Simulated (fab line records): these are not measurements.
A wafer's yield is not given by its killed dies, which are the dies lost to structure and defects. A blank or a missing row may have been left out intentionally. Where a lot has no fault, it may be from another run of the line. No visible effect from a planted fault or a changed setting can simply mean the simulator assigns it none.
Chamber matching + flow nand_harc + NHARC_A_STAIRCASE_DESCUM_186 on rie_diel-04 has 4 sister chambers
The step chemistry O2, time 3 s. 27 wafers are shown with their chamber, then 12 later ones without.

## EACH WAFER AND ITS CHAMBER
| wafer  | chamber | showerhead_plenum_p_Torr (Torr) | drypump_motor_current_A (A) | oes_product_au (a.u.) |
|--------|---------|---------------------------------|-----------------------------|-----------------------|
| L076.2 | 0       | 2.03                            | 5.7                         | 1.037                 |
| L076.3 | 2       | 1.78                            | 5.6                         | 1.001                 |
| L076.5 | 0       | 2.03                            | 5.7                         | 1.030                 |
| L079.3 | 3       | 1.82                            | 6.2                         | 0.996                 |
| L079.5 | 2       | 1.78                            | 5.6                         | 0.982                 |
| L079.6 | 3       | 1.82                            | 6.2                         | 0.995                 |
| L081.2 | 1       | 1.89                            | 5.4                         | 0.994                 |
| L081.4 | 0       | 2.03                            | 5.7                         | 1.025                 |
| L081.5 | 3       | 1.82                            | 6.2                         | 0.999                 |
| L082.2 | 1       | 1.89                            | 5.5                         | 0.998                 |
| L082.4 | 2       | 1.78                            | 5.6                         | 0.987                 |
| L082.6 | 2       | 1.78                            | 5.6                         | 0.985                 |
| L084.3 | 3       | 1.81                            | 6.2                         | 1.009                 |
| L084.5 | 0       | 2.03                            | 5.7                         | 1.019                 |
| L084.6 | 1       | 1.88                            | 5.4                         | 0.996                 |
| L085.1 | 1       | 1.88                            | 5.4                         | 0.993                 |
| L085.5 | 0       | 2.02                            | 5.7                         | 1.017                 |
| L085.6 | 1       | 1.88                            | 5.4                         | 0.995                 |
| L087.1 | 0       | 2.02                            | 5.7                         | 1.005                 |
| L087.3 | 1       | 1.88                            | 5.4                         | 0.992                 |
| L087.6 | 1       | 1.88                            | 5.4                         | 0.999                 |
| L089.3 | 0       | 2.02                            | 5.7                         | 1.019                 |
| L089.5 | 1       | 1.88                            | 5.4                         | 1.003                 |
| L089.6 | 0       | 2.02                            | 5.7                         | 1.014                 |
| L088.4 | 3       | 1.81                            | 6.1                         | 0.994                 |
| L088.5 | 1       | 1.88                            | 5.5                         | 0.993                 |
| L088.6 | 0       | 2.02                            | 5.7                         | 1.015                 |

SIGNATURES, as means of the wafers listed above
| reading                  | chamber 0 | chamber 1 | chamber 2 | chamber 3 | scatter within a chamber |
|--------------------------|-----------|-----------|-----------|-----------|--------------------------|
| showerhead_plenum_p_Torr | 2.0244    | 1.8822    | 1.7800    | 1.8160    | 0.00465                  |
| drypump_motor_current_A  | 5.700     | 5.422     | 5.600     | 6.180     | 0.032                    |
| oes_product_au           | 1.02011   | 0.99589   | 0.98875   | 0.99860   | 0.00714                  |
Rule: for a wafer and a chamber, the distance is found by dividing, reading by reading, the gap between the wafer's reading and the chamber's mean by the reading's scatter, squaring, summing and taking the root. If the next closest chamber is less than 2 further off than the closest, the wafer can't be placed; otherwise it belongs to the closest. The scatter is the square root of a quotient: the sum, over the shown wafers, of each reading's squared deviation from its chamber's mean, divided by wafers minus chambers.

## WAFERS WITHOUT THEIR CHAMBER
| wafer  | showerhead_plenum_p_Torr (Torr) | drypump_motor_current_A (A) | oes_product_au (a.u.) |
|--------|---------------------------------|-----------------------------|-----------------------|
| L093.1 | 2.08                            | 5.6                         | 0.988                 |
| L093.3 | 1.87                            | 5.4                         | 0.979                 |
| L093.6 | 2.02                            | 5.7                         | 1.025                 |
| L094.2 | 1.87                            | 5.4                         | 0.987                 |
| L094.4 | 2.07                            | 5.6                         | 0.991                 |
| L094.6 | 2.02                            | 5.7                         | 1.035                 |
| L096.1 | 1.87                            | 5.4                         | 0.974                 |
| L096.2 | 2.01                            | 5.7                         | 1.029                 |
| L096.3 | 1.80                            | 6.2                         | 1.009                 |
| L097.2 | 1.87                            | 5.4                         | 0.988                 |
| L097.4 | 2.07                            | 5.6                         | 0.997                 |
| L097.6 | 2.07                            | 5.6                         | 0.991                 |

## THE CHAMBER EACH PASSED THROUGH
| wafer  | from the rows above | in truth                   |
|--------|---------------------|----------------------------|
| L093.1 | 0                   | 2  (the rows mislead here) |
| L093.3 | 1                   | 1                          |
| L093.6 | 0                   | 0                          |
| L094.2 | 1                   | 1                          |
| L094.4 | 0                   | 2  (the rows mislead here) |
| L094.6 | 0                   | 0                          |
| L096.1 | 1                   | 1                          |
| L096.2 | 0                   | 0                          |
| L096.3 | 3                   | 3                          |
| L097.2 | 1                   | 1                          |
| L097.4 | 0                   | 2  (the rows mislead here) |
| L097.6 | 0                   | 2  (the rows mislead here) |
Correct placement for 8 of the 12. Left unplaced by these rows: 0. 4 placed wrongly.
